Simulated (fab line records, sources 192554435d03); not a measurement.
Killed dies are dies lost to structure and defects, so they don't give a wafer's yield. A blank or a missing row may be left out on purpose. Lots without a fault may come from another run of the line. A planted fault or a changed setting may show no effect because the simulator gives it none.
A struck lot beside a sound one | flow n5_finfet | 40 steps out of a route of 1938
Sound: wafers L867.3, L867.5, L867.6. Struck: wafers L858.3, L858.5. (L858.4 of the same lot was not struck and is left out.) The cause comes at the end.
At each step with rows: each side's tool, then ch and its chambers, then its first start. Under that, the readings that differ: sound wafers | struck wafers | difference of the means | sigmas: that difference in standard deviations of wafers without a fault.
alike: readings whose means differ by less than 2 such deviations, and words and numbers that are the same on both sides. not compared: withheld readings, readings that some wafer has no value for, bounds like >300 that may hide the same value, and numbers for which the record gives no deviation and whose values overlap.
The two part at a step that has a row with sigmas, a row that says differs or no value, or rows on one side only. Numbers that don't overlap but have no deviation are shown without sigmas and don't part them. A reading that every wafer of one side lacks parts them only if that side has two wafers or more.

first, 9 steps without rows for these wafers: N5_BEOL_M4_ANNEAL_95 (time 240 s); N5_BEOL_M4_SPUTTER_96 (material Cu, target thk 4.5 nm, time 8.29 s); N5_BEOL_M4_ECD_50 (material Cu, target thk 300 nm); N5_BEOL_M4_ANNEAL_51 (time 90 s); N5_BEOL_M4_CMP_52 (polishes, stops on SiOC, t overpolish 6.8 s, target thk 40 nm); N5_BEOL_M4_PRE_CLEAN_60 (time 15 s); N5_BEOL_M4_CO_CAP_55 (material Co, precursor CCTBA/H2, target thk 2 nm, time 102.1 s); N5_BEOL_M4_PRE_CLEAN_56 (time 15 s); N5_BEOL_M4_DEP_57 (deposits SiCN from 3MS/NH3, target thk 8 nm, time 14 s).
N5_BEOL_M4_RC_MEAS_101:
  sound on prober-02 ch 0, day 13 07:31; struck on prober-02 ch 0, day 11 09:58
  reading        | sound          | struck    | difference | sigmas
  IOFF_P (nA/um) | 0.32 0.27 0.28 | 0.17 0.21 | -0.10      | -3
  ION_P (uA/um)  | 473 468 466    | 454 456   | -14        | -2
  SS_P (mV/dec)  | 75.6 73.5 74.5 | 72.7 73.5 | -1.4       | -2
  VT_P (mV)      | -245 -246 -246 | -254 -252 | -7         | -2
  alike: DIBL_N, DIBL_P, IOFF_N, ION_N, SS_N, VT_N
then, 24 steps without rows for these wafers: N5_BEOL_M5_ILD_DEP_00 (deposits SiCOH lowk from DEMS/porogen, target thk 140.64 nm, time 25.9 s); N5_BEOL_M5_CURE_79 (cures SiCOH lowk, time 240 s); N5_BEOL_M5_PECVD_70 (deposits SiO2 from TEOS/O2, target thk 16 nm, time 18 s); N5_BEOL_M5_HM_DEP_02 (deposits TiN, target thk 20 nm); N5_BEOL_M5_COAT_59 (time 60 s, resist thk 60 nm); N5_BEOL_M5_COAT_60 (time 60 s, resist thk 12 nm); N5_BEOL_M5_COAT_71 (time 60 s, resist thk 5 nm); N5_BEOL_M5_COAT_05 (resist thk 30 nm); N5_BEOL_M5_EBR_07; N5_BEOL_M5_SOFTBAKE_06 (time 60 s); N5_BEOL_M5_EXPOSE_08 (exposes mask M5, target cd 28 nm); N5_BEOL_M5_PEB_09 (peb time 60 s); N5_BEOL_M5_DEVELOP_10 (develop time 30 s); N5_BEOL_M5_DESCUM_16 (chemistry O2, time 7 s); N5_BEOL_M5_ETCH_72 (etches underlayer in N2/H2, target depth 6.5 nm, time 5.2 s); N5_BEOL_M5_ETCH_61 (etches SiARC in CF4, target depth 15.6 nm, time 26 s); N5_BEOL_M5_ETCH_62 (etches SOC in N2/H2, target depth 75 nm, overetch 15 nm, time 112.5 s); N5_BEOL_M5_STRIP_63 (strips in N2/H2); N5_BEOL_M5_STRIP_73 (strips in N2/H2); N5_BEOL_M5_STRIP_64 (strips in CF4); N5_BEOL_M5_HM_OPEN_17 (chemistry Cl2/BCl3, target TiN, target depth 20 nm, overetch 6 nm); N5_BEOL_M5_STRIP_19 (strips in O2); N5_BEOL_M5_COAT_65 (time 60 s, resist thk 60 nm); N5_BEOL_M5_COAT_66 (time 60 s, resist thk 12 nm).
-- the record jumps here: 3 days lie between the struck wafers' starts before and after (it left off in module BEOL_M5 and takes up again in module BEOL_M14, whose first step shown is number 1742 of the route) --
N5_BEOL_M14_EXPOSE_25: exposes mask M14, target cd 280 nm.
  sound on krf_scanner-01 ch 0, day 16 09:44; struck on krf_scanner-02 ch 0, day 14 14:19
  alike: mask, reticle_temp_C
N5_BEOL_M14_CD_MEAS_28: target cd 284.4 nm.
  sound on cd_sem-01 ch 0, day 16 09:53; struck on cd_sem-01 ch 0, day 14 14:29
  reading    | sound             | struck      | difference | sigmas
  cd_nm (nm) | 281.1 284.2 281.1 | 321.5 320.3 | +38.8      | +23
N5_BEOL_M14_DESCUM_33: chemistry O2, time 7.9 s.
  sound on rie_diel-04 ch 0,1,2, day 16 09:59; struck on rie_diel-04 ch 3, day 14 14:34
  reading                         | sound             | struck      | difference | sigmas
  oes_product_au (a.u.)           | 0.79 0.88 0.96    | 0.66 0.67   | -0.21      | -2
  rf_vpp_V (V)                    | 245.0 242.9 245.5 | 240.9 240.3 | -3.9       | -2
  showerhead_plenum_p_Torr (Torr) | 2.03 2.13 2.21    | 1.95 1.95   | -0.17      | -2
  model.BEOL_M14.cd_nm (nm)       | 281.4 284 281.2   | 321.4 320.2 | +38.6      |
  alike: bias_power_w, drypump_motor_current_A, throttle_valve_pct
  not compared: rf_hours_counter_h
N5_BEOL_M14_ETCH_38: etches SiCN in CF4/N2, target depth 106.5 nm, time 120.6 s.
  sound on rie_diel-02 ch 2,3; struck on rie_diel-04 ch 1,2
  reading                   | sound             | struck    | difference | sigmas
  model.BEOL_M14.cd_nm (nm) | 275.8 280.4 277.2 | 316 315.2 | +38        |
  alike: drypump_motor_current_A, mfc_ar_sccm, oes_product_au, rf_vpp_V, showerhead_plenum_p_Torr, throttle_valve_pct
  not compared: rf_hours_counter_h
N5_BEOL_M15_RC_MEAS_101:
  sound on prober-02 ch 0, day 16 21:50; struck on prober-01 ch 0, day 14 22:50
  reading                    | sound             | struck      | difference | sigmas
  SERP_M14 (ohm/um)          | 0.166 0.156 0.161 | 0.143 0.143 | -0.018     | -4
  SERP_M14_max_site (ohm/um) | 0.168 0.157 0.163 | 0.144 0.145 | -0.018     | -4
  alike: COMB_M10, COMB_M11, COMB_M12, COMB_M13, COMB_M14, COMB_M15, COMB_M5, COMB_M6, COMB_M7, COMB_M8, COMB_M9, SERP_M10, SERP_M11, SERP_M12, SERP_M13, SERP_M13_max_site, SERP_M5, SERP_M5_max_site, SERP_M6, SERP_M6_max_site, SERP_M7, SERP_M7_max_site, SERP_M8, SERP_M8_max_site, SERP_M9
N5_PASSIVATION_PROBE_49:
  the record has rows for the struck wafers here (prober-02, day 15 15:29) and none for the sound ones

WHERE THEY PART
First at N5_BEOL_M4_RC_MEAS_101; last, within this record, at N5_PASSIVATION_PROBE_49.

WHY: what the simulator had put in
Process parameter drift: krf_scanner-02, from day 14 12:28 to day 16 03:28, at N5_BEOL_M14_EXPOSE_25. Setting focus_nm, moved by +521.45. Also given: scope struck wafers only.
